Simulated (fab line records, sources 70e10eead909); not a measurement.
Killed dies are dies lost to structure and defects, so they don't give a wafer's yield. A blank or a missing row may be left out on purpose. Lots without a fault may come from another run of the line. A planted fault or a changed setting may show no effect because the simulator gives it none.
Chamber matching | flow nand_harc | NHARC_A_WL_FILL_ALD_10 on ald_hk-02: 4 sister chambers
The step deposits SiO2, target thk 50 nm, pulse time 10 s, ald cycles 500. 4 wafers are shown with their chamber, then 7 later ones without.

WAFERS WITH THEIR CHAMBER
wafer  | chamber | heater_power_w (W)
L255.1 | 2       | 487
L256.5 | 1       | 493
L261.2 | 0       | 539
L261.4 | 3       | 496

WAFERS WITHOUT THEIR CHAMBER
wafer  | heater_power_w (W)
L261.6 | 489
L263.3 | 479
L263.2 | 538
L263.5 | 458
L264.2 | 490
L264.3 | 447
L264.5 | 472

WHICH CHAMBER EACH WENT THROUGH
wafer  | from the rows above          | in truth
L261.6 | can't be placed: 2 or 1 or 3 | 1
L263.3 | can't be placed: 2 or 1 or 3 | 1
L263.2 | 0                            | 0
L263.5 | can't be placed: 2 or 1 or 3 | 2
L264.2 | can't be placed: 1 or 2 or 3 | 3
L264.3 | can't be placed: 2 or 1 or 3 | 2
L264.5 | can't be placed: 2 or 1 or 3 | 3
Placed correctly: 1 of 7. Can't be placed from these rows: 6 (the true chamber is among the candidates in 6). Placed wrongly: 0.
How it was worked out, from the rows above alone: a wafer's distance from a chamber is the root of the sum, over the readings, of the square of ((its reading less the chamber's mean) divided by the reading's scatter). The wafer belongs to the nearest chamber; if the next one is less than 2 further off, it can't be placed. A chamber's mean is the mean of its shown wafers. The scatter: with one shown wafer a chamber, the root of the mean of the squares of how far each hidden wafer lies from its nearest shown one.
